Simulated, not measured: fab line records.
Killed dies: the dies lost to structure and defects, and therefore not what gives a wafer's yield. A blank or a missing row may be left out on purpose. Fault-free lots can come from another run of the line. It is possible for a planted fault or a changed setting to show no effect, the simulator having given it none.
The same fault as seen by 3 desks | flow n5 finfet | each desk has only its own numbers; what lay behind them comes last

TOOL OWNER'S DESK, rie diel-06
The tool's own readings at N5_BEOL_M1_ETCHBACK_99 (etches SiO2 in CHF3, target depth 5 nm, time 10.4 s): means of the sampled wafers that have a number, for each lot that ran on this tool. A lot is out of limits, marked OUT, if its mean lies more than 4 standard deviations from the usual mean; the brackets give that distance.
Columns: A = CHF3_flow_sccm at N5_BEOL_M1_ETCHBACK_99, usual 12.00 sccm; B = drypump motor current A at N5_BEOL_M1_ETCHBACK_99, usual 5.7 A; C = oes product au at N5_BEOL_M1_ETCHBACK_99, usual 0.78 a.u.; D = rf vpp V at N5_BEOL_M1_ETCHBACK_99, usual 240 V; E = showerhead plenum p Torr at N5_BEOL_M1_ETCHBACK_99, usual 2.15 Torr; F = throttle valve pct at N5_BEOL_M1_ETCHBACK_99, usual 17.01 %
lot  | first seen here | A     | B   | C    | D   | E    | F
L945 | day 8 19:05     | 11.98 | 5.7 | 0.85 | 242 | 2.10 | 16.96
L948 | day 9 14:56     | 11.97 | 5.8 | 0.81 | 240 | 2.13 | 17.10
Finding of this desk: none of the 2 lots has anything out of limits.

THE DEFECT DESK
For each lot, the counts of the inspections along the route, averaged over the sampled wafers that have a number. A lot is out of limits, marked OUT, if its mean lies more than 4 standard deviations from the usual mean; the brackets give that distance.
Columns: A = raw defect count at N5_BEOL_M1_INSPECT_30, usual 446
lot  | first seen here | A
L939 | day 6 18:26     | 468
L945 | day 8 13:37     | 477
L948 | day 9 05:04     | 654
L952 | day 10 04:11    | 337
L957 | day 11 09:02    | 311
L958 | day 11 23:26    | 520
Finding of this desk: none of the 6 lots has anything out of limits.

FROM THE METROLOGY DESK
What the gauges read, lot by lot, whatever tool the lot ran on: means of the sampled wafers that have a number. A lot is out of limits, marked OUT, if its mean lies more than 4 standard deviations from the usual mean; the brackets give that distance. Readings shown: 7 of its 12, picked as those furthest out on some lot.
Columns: A = cd nm at N5_BEOL_M1_CD_MEAS_28, usual 23.94 nm; B = V0_OVL at N5_BEOL_M1_OVL_MEAS_29, usual 0.3 nm; C = DIBL_N at N5_BEOL_M4_RC_MEAS_101, usual 36.7 mV/V; D = IOFF_P at N5_BEOL_M4_RC_MEAS_101, usual 0.22 nA/um; E = ION_P at N5_BEOL_M4_RC_MEAS_101, usual 462 uA/um; F = SS_N at N5_BEOL_M4_RC_MEAS_101, usual 71.7 mV/dec; G = VT_P at N5_BEOL_M4_RC_MEAS_101, usual -250 mV
lot  | first seen here | A     | B    | C    | D    | E   | F    | G
L939 | day 6 18:21     | 23.86 | -0.5 | 37.6 | 0.24 | 468 | 72.0 | -247
L945 | day 8 13:31     | 24.11 | 1.3  | 37.5 | 0.29 | 473 | 72.2 | -244
L948 | day 9 04:58     | 24.26 | 0.6  | 35.4 | 0.22 | 466 | 70.9 | -248
L952 | day 10 04:07    | 24.15 | 0.3  | 35.2 | 0.20 | 465 | 70.9 | -251
L957 | day 11 08:57    | 23.97 | -0.4 | 37.0 | 0.23 | 466 | 71.8 | -246
L958 | day 11 23:21    | 24.02 | -0.6 | 36.3 | 0.23 | 466 | 72.0 | -250
Finding of this desk: none of the 6 lots has anything out of limits.

TAKEN TOGETHER
Nothing out of limits was seen by the tool owner's desk.
Nothing out of limits was seen by the defect desk.
Nothing out of limits was seen by the metrology desk.

WHAT THE SIMULATOR PUT IN
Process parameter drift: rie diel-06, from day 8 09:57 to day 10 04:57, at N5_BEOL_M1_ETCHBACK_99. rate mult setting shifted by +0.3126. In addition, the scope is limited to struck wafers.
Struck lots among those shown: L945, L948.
